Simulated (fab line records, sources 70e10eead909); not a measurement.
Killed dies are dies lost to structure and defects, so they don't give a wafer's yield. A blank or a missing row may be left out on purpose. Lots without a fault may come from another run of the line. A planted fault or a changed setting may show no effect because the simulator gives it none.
A struck lot beside a sound one | flow nand_harc | 41 steps out of a route of 1159
Sound: wafers L647.3, L647.4, L647.5. Struck: wafer L658.1. (L658.4, L658.6 of the same lot were not struck and are left out.) The cause comes at the end.
At each step with rows: each side's tool, then ch and its chambers, then its first start. Under that, the readings that differ: sound wafers | struck wafers | difference of the means | sigmas: that difference in standard deviations of wafers without a fault.
alike: readings whose means differ by less than 2 such deviations, and words and numbers that are the same on both sides. not compared: withheld readings, readings that some wafer has no value for, bounds like >300 that may hide the same value, and numbers for which the record gives no deviation and whose values overlap.
The two part at a step that has a row with sigmas, a row that says differs or no value, or rows on one side only. Numbers that don't overlap but have no deviation are shown without sigmas and don't part them. A reading that every wafer of one side lacks parts them only if that side has two wafers or more.

NHARC_A_M0_CD_MEAS_09: target cd 80 nm.
  sound on cd_sem-02 ch 0, day 18 07:59; struck on cd_sem-01 ch 0, day 21 08:14
  alike: cd_nm
NHARC_A_M0_OVL_MEAS_10: pitch 160 nm.
  sound on overlay-02, day 18 08:04; struck on overlay-01, day 21 08:19
  alike: overlay_x_nm, overlay_y_nm
NHARC_A_M0_INSPECT_11:
  sound on defect_inspect-01, day 18 08:07; struck on defect_inspect-01, day 21 08:21
  alike: raw_defect_count
NHARC_A_M0_DESCUM_14: chemistry O2, time 3 s.
  sound on rie_diel-13 ch 0,1,3, day 18 08:11; struck on rie_diel-13 ch 3, day 21 08:25
  alike: drypump_motor_current_A, oes_product_au, rf_vpp_V, showerhead_plenum_p_Torr, throttle_valve_pct
  not compared: rf_hours_counter_h
NHARC_A_M0_ETCH_34: etches the open film in N2/H2, target depth 40 nm, overetch 12 nm, time 43.94 s.
  sound on rie_diel-13 ch 0,1, day 18 08:16; struck on rie_diel-13 ch 0, day 21 08:30
  alike: drypump_motor_current_A, oes_product_au, rf_vpp_V, showerhead_plenum_p_Torr, throttle_valve_pct
  not compared: rf_hours_counter_h
then, 1 step without rows for these wafers: NHARC_A_M0_ETCH_15 (etches the open film in C4F8/Ar, target depth 150 nm, overetch 15 nm, time 82.5 s).
NHARC_A_M0_CD_MEAS_16:
  sound on cd_sem-02, day 18 08:28; struck on cd_sem-01, day 21 08:43
  alike: cd_nm
NHARC_A_M0_STRIP_18: strips in N2/H2.
  sound on rie_diel-07 ch 0,2, day 18 08:32; struck on rie_diel-06 ch 1, day 21 08:47
  alike: drypump_motor_current_A, oes_product_au, rf_vpp_V, showerhead_plenum_p_Torr, throttle_valve_pct
  not compared: rf_hours_counter_h
then, 4 steps without rows for these wafers: NHARC_A_M0_STRIP_19 (strips in post etch residue remover, time 600 s); NHARC_A_M0_DEGAS_28 (time 60 s); NHARC_A_M0_PRE_CLEAN_29 (time 30 s); NHARC_A_M0_PVD_20 (deposits TaN, target thk 5 nm, time 8.06 s).
NHARC_A_M0_PVD_21: deposits Cu, target thk 30 nm, time 20.49 s.
  sound on pvd_sputter-01, day 18 09:20; struck on pvd_sputter-03, day 21 09:34
  reading                | sound          | struck | difference | sigmas
  throttle_valve_pct (%) | 31.2 31.6 31.6 | 28.1   | -3.4       | -3
  alike: cathode_dc_power_W
then, 4 steps without rows for these wafers: NHARC_A_M0_ECD_22 (material Cu, target thk 400 nm); NHARC_A_M0_ANNEAL_30 (time 90 s); NHARC_A_M0_CMP_23 (polishes, t overpolish 20 s, target thk 113.75 nm); NHARC_A_M0_SRD_25.
NHARC_A_M0_INSPECT_27:
  sound on defect_inspect-01, day 18 10:42; struck on defect_inspect-01, day 21 10:56
  alike: raw_defect_count
NHARC_A_M0_PRE_CLEAN_31: time 12 s.
  sound on pecvd-04 ch 0,1, day 18 10:49; struck on pecvd-01 ch 1, day 21 10:59
  alike: heater_power_w
NHARC_A_M0_DEP_32: deposits SiCN, target thk 30 nm.
  sound on pecvd-04 ch 0,1, day 18 11:01; struck on pecvd-01 ch 1, day 21 11:04
  alike: heater_power_w
then, 10 steps without rows for these wafers: NHARC_A_M1_DEP_00 (deposits SiOC, target thk 182.5 nm); NHARC_A_M1_DEHYDRATE_01 (time 120 s); NHARC_A_M1_HMDS_02 (time 30 s); NHARC_A_M1_COAT_34 (time 65 s); NHARC_A_M1_COAT_03 (resist thk 90 nm); NHARC_A_M1_SOFTBAKE_04 (time 55 s); NHARC_A_M1_EBR_05; NHARC_A_M1_EXPOSE_06 (exposes mask A M1, target cd 120 nm); NHARC_A_M1_PEB_07 (peb time 65 s); NHARC_A_M1_DEVELOP_08 (develop time 35 s).
NHARC_A_M1_CD_MEAS_09: target cd 120 nm.
  the record has rows for the sound wafers here (cd_sem-02 ch 0, day 18 12:13) and none for the struck ones
NHARC_A_M1_OVL_MEAS_10: pitch 240 nm.
  the record has rows for the sound wafers here (overlay-02, day 18 12:18) and none for the struck ones
NHARC_A_M1_INSPECT_11:
  the record has rows for the sound wafers here (defect_inspect-01, day 18 12:20) and none for the struck ones
then, 3 steps without rows for these wafers: NHARC_A_M1_DESCUM_14 (chemistry O2, time 3 s); NHARC_A_M1_ETCH_35 (etches the open film in N2/H2, target depth 40 nm, overetch 12 nm, time 43.94 s); NHARC_A_M1_ETCH_15 (etches the open film in C4F8/Ar, target depth 182.5 nm, time 91.2 s).
NHARC_A_M1_CD_MEAS_16:
  the record has rows for the sound wafers here (cd_sem-02, day 18 12:43) and none for the struck ones
then, 3 steps without rows for these wafers: NHARC_A_M1_STRIP_18 (strips in N2/H2); NHARC_A_M1_ETCH_28 (etches the open film in CF4/N2, target depth 30 nm, time 72.99 s); NHARC_A_M1_STRIP_19 (strips in post etch residue remover, time 600 s).
NHARC_END_SORT_01:
  the record has rows for the struck wafers here (prober-02 ch 0, day 23 02:07) and none for the sound ones

WHERE THEY PART
First at NHARC_A_M0_PVD_21; last, within this record, at NHARC_END_SORT_01.

WHY: what the simulator had put in
Process parameter drift: pvd_sputter-03, from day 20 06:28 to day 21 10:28, at NHARC_A_M0_PVD_21. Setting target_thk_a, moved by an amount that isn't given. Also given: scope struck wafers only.
